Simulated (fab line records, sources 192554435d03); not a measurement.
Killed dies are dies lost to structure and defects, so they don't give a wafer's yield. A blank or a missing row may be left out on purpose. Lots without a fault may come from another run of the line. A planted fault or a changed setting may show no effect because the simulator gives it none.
Chamber matching | flow n5_finfet | N5_GATE_CUT_SAC_CAP_01 on ald_sin-01: 4 sister chambers
The step material SiNx, target thk 24 nm, pulse time 1 s, ald cycles 480. 4 wafers are shown with their chamber, then 9 later ones without.

WAFERS WITH THEIR CHAMBER
wafer  | chamber | heater_power_w (W)
L083.5 | 3       | 759
L085.3 | 1       | 761
L089.1 | 0       | 865
L089.5 | 2       | 935

WAFERS WITHOUT THEIR CHAMBER
wafer  | heater_power_w (W)
L094.2 | 888
L094.4 | 820
L094.5 | 883
L096.2 | 818
L096.3 | 770
L096.6 | 890
L097.1 | 789
L097.5 | 853
L097.6 | 768

WHICH CHAMBER EACH WENT THROUGH
wafer  | from the rows above          | in truth
L094.2 | can't be placed: 0 or 2      | 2
L094.4 | can't be placed: 0 or 1 or 3 | 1
L094.5 | can't be placed: 0 or 2      | 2
L096.2 | can't be placed: 0 or 1 or 3 | 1
L096.3 | can't be placed: 1 or 3      | 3
L096.6 | can't be placed: 0 or 2      | 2
L097.1 | can't be placed: 1 or 3 or 0 | 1
L097.5 | 0                            | 0
L097.6 | can't be placed: 1 or 3      | 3
Placed correctly: 1 of 9. Can't be placed from these rows: 8 (the true chamber is among the candidates in 8). Placed wrongly: 0.
How it was worked out, from the rows above alone: a wafer's distance from a chamber is the root of the sum, over the readings, of the square of ((its reading less the chamber's mean) divided by the reading's scatter). The wafer belongs to the nearest chamber; if the next one is less than 2 further off, it can't be placed. A chamber's mean is the mean of its shown wafers. The scatter: with one shown wafer a chamber, the root of the mean of the squares of how far each hidden wafer lies from its nearest shown one.
